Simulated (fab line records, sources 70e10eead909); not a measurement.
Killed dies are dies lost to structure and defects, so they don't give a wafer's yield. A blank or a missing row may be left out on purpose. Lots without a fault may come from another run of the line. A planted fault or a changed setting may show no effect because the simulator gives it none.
Which tool did it? | flow nand_harc | 12 lots, 36 wafers sampled, at 3 steps of a route of 1302

WHAT THE GAUGES READ, wafer by wafer
NHARC_A_CONTACT_OVL_MEAS_43.
lot  | measured     | on         | overlay_x_nm (nm)
L077 | day 22 02:10 | overlay-01 | 0.0 0.3 0.2
L074 | day 22 09:32 | overlay-02 | 2.3 1.4 1.7
L079 | day 23 09:46 | overlay-01 | 0.0 -0.2 -0.5
L080 | day 23 14:26 | overlay-01 | 1.0 0.4 -0.1
L082 | day 24 21:37 | overlay-01 | 0.0 -0.4 -0.5
L086 | day 26 10:42 | overlay-01 | 0.9 0.8 0.6
L088 | day 27 16:28 | overlay-02 | 1.2 1.3 1.6
L090 | day 27 12:16 | overlay-02 | 0.2 -0.2 -0.1
L091 | day 28 01:20 | overlay-01 | 1.5 0.3 1.3
L093 | day 29 14:13 | overlay-01 | -0.3 -0.8 -1.0
L096 | day 30 16:39 | overlay-01 | 0.0 -0.1 -0.3
L097 | day 31 07:15 | overlay-02 | 0.3 0.5 -0.1

WHICH TOOL RAN EACH LOT (tool, then ch and the chambers of the sampled wafers, then the start)
lot  | NHARC_A_WL_FILL_CVD_03        | NHARC_A_WL_FILL_STRIP_29
L077 | cvd_w-02 ch 0,1, day 21 00:27 | rie_diel-12 ch 0,1,3, day 21 11:21
L074 | cvd_w-01 ch 0,1, day 21 04:37 | rie_diel-02 ch 1,2,3, day 21 14:56
L079 | cvd_w-02 ch 0,1, day 22 10:29 | rie_diel-07 ch 0,1, day 22 21:20
L080 | cvd_w-01 ch 0,1, day 22 14:23 | rie_diel-07 ch 1,2,3, day 23 01:23
L082 | cvd_w-02 ch 0,1, day 23 18:11 | rie_diel-02 ch 0,2, day 24 07:05
L086 | cvd_w-02 ch 0,1, day 25 07:47 | rie_diel-12 ch 0,1,3, day 25 18:59
L088 | cvd_w-01 ch 0,1, day 26 13:15 | rie_diel-02 ch 1,2,3, day 27 03:13
L090 | cvd_w-02 ch 0,1, day 26 16:09 | rie_diel-02 ch 1,2,3, day 27 00:07
L091 | cvd_w-01 ch 0,1, day 27 01:28 | rie_diel-02 ch 1,2,3, day 27 13:12
L093 | cvd_w-02 ch 0, day 28 10:42   | rie_diel-12 ch 0,3, day 29 02:11
L096 | cvd_w-01 ch 0,1, day 29 14:59 | rie_diel-12 ch 0,1,2, day 30 03:42
L097 | cvd_w-01 ch 0,1, day 30 07:49 | rie_diel-07 ch 0,2, day 30 19:45
- NHARC_A_WL_FILL_CVD_03: deposits W, target thk 40 nm, time 279 s.
- NHARC_A_WL_FILL_STRIP_29: strips in O2, time 20 s.

THE ANSWER, worked out from the rows above alone
Rule: what is usual is taken from the lots themselves. Put in order of their means at a reading, lots are off if they are a third of the lots or fewer, leave a main group of 4 or more, and stand apart from it by a gap of 3 or more times the standard deviation of the main group's means; of several such gaps the widest counts. A main group whose means are all the same, to the digits that the tables above print for the reading, isn't used. A lot without any number at a reading at which 4 lots or more have one is off too. The other lots that the step has rows for count as sound.
No lot is off at any reading shown: from this, nothing can be told.

WHAT THE SIMULATOR HAD PUT IN
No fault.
